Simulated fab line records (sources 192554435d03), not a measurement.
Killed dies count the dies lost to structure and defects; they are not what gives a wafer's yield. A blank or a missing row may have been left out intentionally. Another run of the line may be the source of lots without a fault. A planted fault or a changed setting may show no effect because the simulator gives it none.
fab line records    flow n5-finfet
record: lots: 11  wafers: 33  last-day: 18
route steps=1938 shown BEOL_M13@1660 PASSIVATION@1936
lots with no fault: from the same line, run without faults
start-h: hours from the record's opening day to when the first of the lot's shown wafers began    wait-h: time in hours since the lot's previous step    " identical to the entry in the row above    L1.1+2: one row covering several wafers at once    - no value, or no start was given    * or withheld: withheld    < > ~ a bound
route shown NAME@n: names a module that has steps shown in the file, with the first one's number in the route    usual: mean/standard deviation of fault-free wafers    same: alike in all rows    chamber/n: place in a boat    sites: each site's reading    _std_site: how widely they spread, as a standard deviation    _edge_site: the outer-site mean with the inner-site mean subtracted    radius-mm: how far each site lies from the wafer's centre    mask NAME#n: copy n    behind: the most recent tool/chamber to have shaped the wafer    hold: the reason the lot was held/the length of the hold in hours/how it ended    device: the n, p or np transistor that did not switch    end of line: tests run on the same wafers once the route is complete    step lacking rows: just its recipe    killed: not the wafer's yield, but the dies lost to structure and defects at the first sort    map: the dies of a wafer, with x for killed, . for not killed, _ for no die there
set.NAME: setting as actually run; set.NAME@STEP: the setting as run at that earlier step    model.NAME: the simulator's own value behind a step, which no gauge read
one table for each step of the route and one row for each wafer, over a sample of lots
services: the hour from which a tool's chamber was out of use, counted from the record's first day as start-h (under 0 if before that day), plus the number of hours and why
== steps ==
step: N5_BEOL_M13_THK_MEAS_01
recipe: reads: SiOC_of_BEOL_M13_ILD_DEP_00
usual: M13_ILD_THK: 838/10
lot.wafer  tool           chamber  start-h  wait-h  M13_ILD_THK[nm]
L118.1     film-metro-01  -        243.61   0.1     829
L118.4     "              -        "        "       850
L118.6     "              -        "        "       843
L121.3     film-metro-01  -        256.23   0.1     841
L121.4     "              -        "        "       838
L121.6     "              -        "        "       848
L124.1     film-metro-01  -        305.52   0.1     822
L124.3     "              -        "        "       832
L124.6     "              -        "        "       843
L127.1     film-metro-01  -        309.71   0.1     827
L127.4     "              -        "        "       846
L127.5     "              -        "        "       832
L126.1     film-metro-02  -        321.32   0.1     835
L126.2     "              -        "        "       819
L126.6     "              -        "        "       838
L131.3     film-metro-02  -        335.77   0.1     826
L131.4     "              -        "        "       853
L131.6     "              -        "        "       839
L130.1     film-metro-01  -        337.57   0.1     826
L130.3     "              -        "        "       824
L130.5     "              -        "        "       836
L128.3     film-metro-01  -        338.21   0.1     833
L128.5     "              -        "        "       841
L128.6     "              -        "        "       841
L133.4     film-metro-02  -        354.72   0.0     836
L133.5     "              -        "        "       845
L133.6     "              -        "        "       848
L138.1     film-metro-01  -        368.37   0.1     832
L138.4     "              -        "        "       844
L138.6     "              -        "        "       846
L141.1     film-metro-02  -        396.98   0.1     832
L141.5     "              -        "        "       845
L141.6     "              -        "        "       851
step: N5_BEOL_M13_SPUTTER_44
recipe: material: Ta  target-thk-a: 100  temp-c: 50  bias-v: 80  power-w: 15000  chamber-pressure-pa: 0.07  time-s: 16.13
usual: throttle-valve-pct: 30.1/0.98
lot.wafer  tool            chamber  start-h  wait-h  throttle-valve-pct
L118.1     pvd-sputter-03  -        247.33   0.0     28.7
L118.4     "               -        "        "       30.3
L118.6     "               -        "        "       31.3
L121.3     pvd-sputter-02  -        260.83   0.0     30.4
L121.4     "               -        "        "       28.4
L121.6     "               -        "        "       28.4
L124.1     pvd-sputter-03  -        308.59   0.0     28.8
L124.3     "               -        "        "       30.3
L124.6     "               -        "        "       30.1
L127.1     pvd-sputter-03  -        313.51   0.0     30.3
L127.4     "               -        "        "       28.7
L127.5     "               -        "        "       28.5
L126.1     pvd-sputter-01  -        326.80   0.0     29.7
L126.2     "               -        "        "       30.1
L126.6     "               -        "        "       30.1
L131.3     pvd-sputter-03  -        340.15   0.0     29.8
L131.4     "               -        "        "       28.9
L131.6     "               -        "        "       30.1
L130.1     pvd-sputter-03  -        340.47   0.0     30.2
L130.3     "               -        "        "       28.9
L130.5     "               -        "        "       31.4
L128.3     pvd-sputter-03  -        342.66   0.0     30.4
L128.5     "               -        "        "       30.0
L128.6     "               -        "        "       31.5
L133.4     pvd-sputter-03  -        360.42   0.0     30.0
L133.5     "               -        "        "       30.1
L133.6     "               -        "        "       28.5
L138.1     pvd-sputter-01  -        374.63   0.0     30.2
L138.4     "               -        "        "       30.2
L138.6     "               -        "        "       30.5
L141.1     pvd-sputter-01  -        401.61   0.0     31.8
L141.5     "               -        "        "       30.2
L141.6     "               -        "        "       30.1
step: N5_BEOL_M13_SPUTTER_45
recipe: material: Cu  target-thk-a: 800  temp-c: -20  bias-v: 60  power-w: 26000  chamber-pressure-pa: 0.13  time-s: 13.33
usual: throttle-valve-pct: 30.1/0.99
lot.wafer  tool            chamber  start-h  wait-h  throttle-valve-pct
L118.1     pvd-sputter-03  -        247.41   0.0     28.9
L118.4     "               -        "        "       30.4
L118.6     "               -        "        "       31.5
L121.3     pvd-sputter-02  -        260.91   0.0     30.1
L121.4     "               -        "        "       28.4
L121.6     "               -        "        "       28.0
L124.1     pvd-sputter-03  -        308.67   0.0     28.8
L124.3     "               -        "        "       30.3
L124.6     "               -        "        "       30.3
L127.1     pvd-sputter-03  -        313.59   0.0     30.1
L127.4     "               -        "        "       28.7
L127.5     "               -        "        "       28.6
L126.1     pvd-sputter-01  -        326.88   0.0     29.9
L126.2     "               -        "        "       30.0
L126.6     "               -        "        "       29.9
L131.3     pvd-sputter-03  -        340.23   0.0     30.1
L131.4     "               -        "        "       28.7
L131.6     "               -        "        "       30.2
L130.1     pvd-sputter-03  -        340.55   0.0     30.3
L130.3     "               -        "        "       28.8
L130.5     "               -        "        "       31.3
L128.3     pvd-sputter-03  -        342.74   0.0     30.5
L128.5     "               -        "        "       30.1
L128.6     "               -        "        "       31.3
L133.4     pvd-sputter-03  -        360.50   0.0     30.0
L133.5     "               -        "        "       30.3
L133.6     "               -        "        "       28.8
L138.1     pvd-sputter-01  -        374.72   0.0     30.3
L138.4     "               -        "        "       30.2
L138.6     "               -        "        "       30.2
L141.1     pvd-sputter-01  -        401.69   0.0     31.9
L141.5     "               -        "        "       30.2
L141.6     "               -        "        "       30.1
step: N5_BEOL_M13_CMP_49
recipe: stop-on: SiOC  t-overpolish-s: 17.1  down-force-psi: 1  platen-rpm: 50  clearing-platen-down-force-psi: 1.5  clearing-platen-rpm: 50  post-cmp-clean: cu-alkaline  target-thk-nm: 420  clearing-platen-pad-velocity-m-s: 0.99484  pad-velocity-m-s: 0.99484
usual: barrier-field-endpoint-s: 30.4/0.74  motor-current-A: 5.7/0.82
lot.wafer  tool    chamber  start-h  wait-h  barrier-field-endpoint-s  motor-current-A
L118.1     cmp-04  2        248.03   0.3     30.7                      5.4
L118.4     "       0        "        "       31.1                      4.7
L118.6     "       1        "        "       30.6                      6.7
L121.4     cmp-02  1        261.56   0.2     30.2                      5.6
L121.3     "       2        "        "       31.0                      4.6
L121.6     "       0        "        "       31.1                      6.4
L124.3     cmp-04  3        309.38   0.2     31.2                      5.6
L124.1     "       0        "        "       30.7                      4.5
L124.6     "       3        "        "       32.2                      5.7
L127.1     cmp-02  2        314.22   0.3     29.6                      4.5
L127.4     "       1        "        "       28.3                      5.8
L127.5     "       2        "        "       29.4                      4.4
L126.2     cmp-04  1        329.07   0.3     29.9                      6.5
L126.1     "       2        "        "       29.9                      5.0
L126.6     "       0        "        "       29.7                      4.5
L131.4     cmp-01  0        340.84   0.2     29.9                      7.6
L131.3     "       1        "        "       30.4                      6.2
L131.6     "       0        "        "       30.0                      7.4
L130.3     cmp-01  3        341.20   0.2     29.8                      6.0
L130.1     "       0        "        "       29.2                      7.5
L130.5     "       1        "        "       29.8                      5.8
L128.3     cmp-01  2        343.38   0.2     25.5                      6.5
L128.6     "       2        "        "       25.4                      6.3
L128.5     "       3        "        "       24.3                      6.1
L133.4     cmp-02  0        361.13   0.2     25.1                      6.4
L133.5     "       3        "        "       25.9                      5.0
L133.6     "       0        "        "       25.7                      6.4
L138.1     cmp-02  1        375.35   0.3     30.1                      5.7
L138.4     "       2        "        "       29.7                      4.6
L138.6     "       0        "        "       30.3                      6.3
L141.1     cmp-02  3        402.38   0.4     30.0                      4.9
L141.6     "       0        "        "       29.9                      6.7
L141.5     "       1        "        "       28.7                      5.6
step: N5_BEOL_M13_THK_MEAS_50
recipe: thk-meas-gauge: xrf  reads: Cu_of_BEOL_M13_ECD_47
usual: M13_THK: 423/6.2
lot.wafer  tool           chamber  start-h  wait-h  M13_THK[nm]
L118.1     film-metro-02  -        248.29   -       427
L118.4     "              -        "        "       435
L118.6     "              -        "        "       424
L121.3     film-metro-01  -        261.78   -       422
L121.4     "              -        "        "       431
L121.6     "              -        "        "       417
L124.1     film-metro-02  -        309.64   -       420
L124.3     "              -        "        "       421
L124.6     "              -        "        "       413
L127.1     film-metro-01  -        314.51   -       422
L127.4     "              -        "        "       416
L127.5     "              -        "        "       417
L126.1     film-metro-02  -        329.29   -       415
L126.2     "              -        "        "       417
L126.6     "              -        "        "       419
L131.3     film-metro-02  -        341.10   -       430
L131.4     "              -        "        "       420
L131.6     "              -        "        "       419
L130.1     film-metro-01  -        341.42   -       426
L130.3     "              -        "        "       417
L130.5     "              -        "        "       420
L128.3     film-metro-01  -        343.67   -       438
L128.5     "              -        "        "       417
L128.6     "              -        "        "       437
L133.4     film-metro-01  -        361.39   -       423
L133.5     "              -        "        "       424
L133.6     "              -        "        "       421
L138.1     film-metro-02  -        375.60   -       421
L138.4     "              -        "        "       417
L138.6     "              -        "        "       421
L141.1     film-metro-02  -        402.56   -       429
L141.5     "              -        "        "       433
L141.6     "              -        "        "       428
step: N5_PASSIVATION_PROBE_49
usual: defect-limited-yield: 91.4/1.5  killed_at_M0_to_M3: 33/11  killed_at_M4_up: 14/5.3  killed-at-contacts: 13/6.2  killed-at-front-end: 39/13  killed-at-other: 3.1/2.8  killed-dies: 102/17  killed-open: 68/13  killed-short: 32/7.8  sort_bin_4_leakage: 0.00/0.007  sort_bin_5_function: 5.1/0.95  sort_bin_6_memory: 3.2/0.7  sort_bin_8_speed: 0.02/0.16  sort-n-pass: 1078/18  sort-yield-pct: 91.3/1.5
same: gross-dies: 1180  killed-at-back-side: 0
lot.wafer  tool       chamber  start-h  wait-h  defect-limited-yield[%]  killed_at_M0_to_M3  killed_at_M4_up  killed-at-contacts  killed-at-front-end  killed-at-other  killed-dies  killed-open  killed-short  sort_bin_4_leakage[%]  sort_bin_5_function[%]  sort_bin_6_memory[%]  sort_bin_8_speed[%]  sort-n-pass  sort-yield-pct[%]
L131.3     prober-01  -        373.16   0.1     90.3                     27                  14               15                  58                   0                114          86           28            0                      6.3                     3.1                   0                    1066         90.3
L131.4     prober-01  -        373.21   0.2     90.8                     28                  15               15                  49                   1                108          79           28            0                      5.3                     3.5                   0                    1072         90.8
L131.6     prober-01  -        373.31   0.3     91.3                     22                  5                21                  44                   11               103          70           32            0                      5.3                     3.2                   0                    1077         91.3
L133.4     prober-02  -        388.78   0.2     89.8                     29                  8                20                  53                   10               120          75           42            0                      5.4                     4.4                   0                    1060         89.8
killed by level:class
L131.3 STI_FIN_REVEAL:geometric-particle:open=20 BEOL_M2:geometric-particle:open=14 MOL_CONTACT_COAG:geometric-particle:open=11 FIN_SAQP:geometric-particle:open=9 FIN_SAQP:geometric-particle:short=7 DUMMY_GATE:geometric-particle:open=7 MOL_CONTACT_COAG:geometric-particle:short=4 BEOL_M0_SAQP:geometric-particle:open=4
L131.4 STI_FIN_REVEAL:geometric-particle:open=18 MOL_CONTACT_COAG:geometric-particle:open=12 BEOL_M1:geometric-particle:open=9 FIN_SAQP:geometric-particle:open=8 FIN_SAQP:geometric-particle:short=6 BEOL_M2:geometric-particle:open=6 BEOL_M4:geometric-particle:open=6 BEOL_M0_SAQP:geometric-particle:short=5
L131.6 MOL_CONTACT_COAG:geometric-particle:open=17 STI_FIN_REVEAL:geometric-particle:open=16 BEOL_M0_SAQP:geometric-particle:short=5 BEOL_M3:geometric-particle:open=5 FIN_SAQP:geometric-particle:open=4 FIN_SAQP:geometric-particle:short=4 STI_FIN_REVEAL:geometric-particle:short=4 GATE_CUT:geometric-particle:open=4
L133.4 MOL_CONTACT_COAG:geometric-particle:open=18 STI_FIN_REVEAL:geometric-particle:open=14 FIN_SAQP:geometric-particle:short=11 BEOL_M2:geometric-particle:open=9 FIN_SAQP:geometric-particle:open=7 BEOL_M0_SAQP:geometric-particle:short=6 GATE_CUT:geometric-particle:short=5 STARTING-WAFER:geometric-particle:short=5
== services ==
tool            chamber  start-h  hours  kind
cmp-02          -        226.00   6.5    pm
cmp-04          -        236.49   3.8    pm
cmp-01          -        243.11   5.2    pm
cmp-02          -        270.49   3.3    repair
cmp-02          -        281.52   4.0    pm
cmp-02          -        285.52   -      consumable-replace:conditioner
cmp-02          -        285.52   -      consumable-replace:pad
cmp-01          -        305.18   1.3    repair
cmp-04          -        339.29   33.9   repair
cmp-04          -        375.51   4.0    pm
cmp-04          -        379.51   -      consumable-replace:conditioner
cmp-04          -        379.51   -      consumable-replace:pad
cmp-04          -        389.29   0.5    repair
pvd-sputter-03  -        393.82   0.9    repair
== key ==
first-sign: step: N5_BEOL_M13_CMP_49  reading: barrier-field-endpoint-s  direction: down  sigmas: 6.9  usual: 30.4  struck: 25.3
effect none on later readings
met-at N5_BEOL_M13_SPUTTER_44
struck-lots L128,L133
not-acting-at N5_BEOL_M13_THK_MEAS_01,N5_BEOL_M13_SPUTTER_45,N5_BEOL_M13_THK_MEAS_50
onset-between 340.47 342.66
fault: kind: process-parameter-drift  tool: pvd-sputter-03  chamber: -  onset-h: 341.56  steps: N5_BEOL_M13_SPUTTER_44  channel: time-s  offset: *  shape: step  end-h: 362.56  acts-in: *  stated: *
